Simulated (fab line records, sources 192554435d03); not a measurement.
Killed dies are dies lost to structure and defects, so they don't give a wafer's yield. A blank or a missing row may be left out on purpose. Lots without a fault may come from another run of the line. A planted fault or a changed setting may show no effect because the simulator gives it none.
Chamber matching | flow n5_finfet | N5_BEOL_M0_DEP_125 on pecvd-03: 3 sister chambers
The step deposits SiCN from 3MS/NH3, target thk 8 nm, time 14 s. 14 wafers are shown with their chamber, then 6 later ones without.

WAFERS WITH THEIR CHAMBER
wafer  | chamber | throttle_valve_pct (%) | showerhead_plenum_p_Torr (Torr) | showerhead_vpp_V (V)
L077.2 | 0       | 9.2                    | 3.681                           | 899
L077.4 | 2       | 8.4                    | 3.642                           | 891
L077.6 | 1       | 9.2                    | 3.685                           | 866
L080.2 | 0       | 9.3                    | 3.677                           | 876
L080.4 | 0       | 9.3                    | 3.675                           | 891
L080.6 | 2       | 8.6                    | 3.643                           | 877
L082.2 | 0       | 9.1                    | 3.666                           | 891
L082.5 | 1       | 9.1                    | 3.673                           | 863
L082.6 | 2       | 8.6                    | 3.648                           | 887
L091.2 | 0       | 9.3                    | 3.678                           | 898
L091.3 | 0       | 9.2                    | 3.663                           | 891
L091.6 | 0       | 9.0                    | 3.668                           | 887
L093.1 | 1       | 9.3                    | 3.670                           | 856
L093.2 | 0       | 9.1                    | 3.679                           | 900

SIGNATURES (means of the wafers above)
reading                  | chamber 0 | chamber 1 | chamber 2 | scatter within a chamber
throttle_valve_pct       | 9.188     | 9.200     | 8.533     | 0.111
showerhead_plenum_p_Torr | 3.67338   | 3.67600   | 3.64433   | 0.0065
showerhead_vpp_V         | 891.62    | 861.67    | 885.00    | 7.31
Rule: a wafer's distance from a chamber is the root of the sum, over the readings, of the square of ((its reading less the chamber's mean) divided by the reading's scatter). The wafer belongs to the nearest chamber; if the next one is less than 2 further off, it can't be placed. The scatter: the root of (the sum of the squares of (reading less its chamber's mean) over the shown wafers, divided by (wafers less chambers)).

WAFERS WITHOUT THEIR CHAMBER
wafer  | throttle_valve_pct (%) | showerhead_plenum_p_Torr (Torr) | showerhead_vpp_V (V)
L093.5 | 8.2                    | 3.630                           | 897
L095.1 | 8.2                    | 3.641                           | 889
L095.3 | 9.5                    | 3.676                           | 867
L095.4 | 9.3                    | 3.675                           | 882
L096.1 | 9.2                    | 3.675                           | 870
L096.3 | 8.2                    | 3.638                           | 892

WHICH CHAMBER EACH WENT THROUGH
wafer  | from the rows above     | in truth
L093.5 | 2                       | 2
L095.1 | 2                       | 2
L095.3 | can't be placed: 1 or 0 | 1
L095.4 | can't be placed: 0 or 1 | 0
L096.1 | can't be placed: 1 or 0 | 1
L096.3 | 2                       | 2
Placed correctly: 3 of 6. Can't be placed from these rows: 3 (the true chamber is among the candidates in 3). Placed wrongly: 0.
